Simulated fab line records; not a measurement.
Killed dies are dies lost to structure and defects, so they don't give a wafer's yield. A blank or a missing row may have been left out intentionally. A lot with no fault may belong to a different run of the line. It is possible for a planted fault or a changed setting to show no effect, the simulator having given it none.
Chamber matching	flow n5_finfet	N5_MOL_CONTACT_COAG_ALD_133 on ald_sin-01: 4 sister chambers
The step deposits SiO2, target thk 5 nm, pulse time 1 s, co reactant pulse time 1 s. 8 wafers are shown with their chamber, then 11 later ones without.

WAFERS WITH THEIR CHAMBER
wafer	chamber	heater_power_w (W)	precursor_pulse_height_rel
L089.1	2	85	0.991
L090.6	1	92	1.015
L091.2	1	94	1.020
L091.6	0	82	1.011
L092.3	2	88	0.959
L092.5	0	86	1.016
L092.6	3	67	1.002
L093.2	3	67	1.008

WAFERS MISSING THEIR CHAMBER
wafer	heater_power_w (W)	precursor_pulse_height_rel
L093.3	88	1.009
L093.4	92	0.989
L094.3	88	1.016
L094.5	94	0.964
L094.6	83	1.010
L095.2	83	1.002
L095.5	65	1.014
L095.6	84	1.012
L096.1	67	0.988
L096.2	90	0.972
L096.5	90	0.999

CHAMBER TAKEN BY EACH
wafer	from the rows above	in truth
L093.3	can't be placed: 0 or 1 or 2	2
L093.4	can't be placed: 1 or 2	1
L094.3	can't be placed: 0 or 1 or 2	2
L094.5	can't be placed: 2 or 1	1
L094.6	0	0
L095.2	can't be placed: 0 or 2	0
L095.5	3	3
L095.6	0	0
L096.1	3	3
L096.2	2	2
L096.5	can't be placed: 1 or 2 or 0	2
Correct placement for 5 of the 11. Not placeable from these rows: 6 (in 6, the candidates include the true chamber). 0 placed wrongly.
How it was worked out, from the rows above alone: a wafer's distance from a chamber is the root of the sum, over the readings, of the square of ((its reading less the chamber's mean) divided by the reading's scatter). The wafer belongs to the nearest chamber; if the next one is less than 2 further off, it can't be placed. A chamber's mean is the mean of its shown wafers. The scatter: the root of (the sum of the squares of (reading less its chamber's mean) over the shown wafers, divided by (wafers less chambers)).
